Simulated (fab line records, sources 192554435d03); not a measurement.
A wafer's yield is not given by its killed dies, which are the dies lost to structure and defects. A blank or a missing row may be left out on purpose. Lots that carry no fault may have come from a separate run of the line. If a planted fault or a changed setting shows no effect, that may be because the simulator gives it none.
Matching of chambers | flow n5-finfet | N5_FIN_SAQP_HM_DEP_03 on pecvd-04 has 3 sister chambers
The step deposits SiNx from SiH4/NH3/N2, target thk 38 nm, time 33.6 s. 14 wafers are shown with their chamber, then 7 later ones without.

== WAFERS, EACH WITH ITS CHAMBER ==
wafer  | chamber | showerhead-plenum-p-Torr (Torr) | throttle-valve-pct (%) | heater-power-w (W)
L074.2 | 0       | 5.20                            | 40.6                   | 788
L074.5 | 2       | 5.13                            | 39.5                   | 735
L074.6 | 0       | 5.21                            | 40.8                   | 811
L081.1 | 1       | 5.08                            | 41.3                   | 682
L081.2 | 2       | 5.15                            | 39.7                   | 846
L081.3 | 2       | 5.15                            | 39.5                   | 849
L081.4 | 1       | 5.06                            | 41.4                   | 654
L081.5 | 1       | 5.07                            | 41.2                   | 699
L081.6 | 2       | 5.13                            | 39.6                   | 841
L082.1 | 2       | 5.14                            | 39.9                   | 768
L082.5 | 1       | 5.08                            | 41.2                   | 705
L082.6 | 2       | 5.13                            | 39.9                   | 776
L084.1 | 0       | 5.22                            | 41.1                   | 750
L084.3 | 2       | 5.13                            | 39.9                   | 850

SIGNATURES (means of the wafers above)
reading                  | chamber 0 | chamber 1 | chamber 2 | scatter within a chamber
showerhead-plenum-p-Torr | 5.2100    | 5.0725    | 5.1371    | 0.00962
throttle-valve-pct       | 40.833    | 41.275    | 39.714    | 0.182
heater-power-w           | 783.00    | 685.00    | 809.29    | 39.8
Rule: distance of a wafer from a chamber = root of the sum over the readings of ((wafer's reading minus chamber's mean) / reading's scatter) squared. The wafer belongs to the nearest chamber; if the next one is less than 2 further off, it can't be placed. The scatter: the root of (the sum of the squares of (reading less its chamber's mean) over the shown wafers, divided by (wafers less chambers)).

== WAFERS WITH NO CHAMBER GIVEN ==
wafer  | showerhead-plenum-p-Torr (Torr) | throttle-valve-pct (%) | heater-power-w (W)
L084.6 | 5.15                            | 39.5                   | 871
L085.1 | 5.14                            | 40.0                   | 820
L085.3 | 5.09                            | 41.5                   | 790
L085.6 | 5.20                            | 41.0                   | 725
L096.2 | 5.13                            | 40.2                   | 861
L096.4 | 5.20                            | 40.8                   | 738
L096.6 | 5.08                            | 41.3                   | 726

== WHICH CHAMBER EACH WENT THROUGH ==
wafer  | from the rows above | in truth
L084.6 | 2                   | 2
L085.1 | 2                   | 2
L085.3 | 1                   | 1
L085.6 | 0                   | 0
L096.2 | 2                   | 2
L096.4 | 0                   | 0
L096.6 | 1                   | 1
7 of 7 placed correctly. Left unplaced by these rows: 0. 0 placed wrongly.
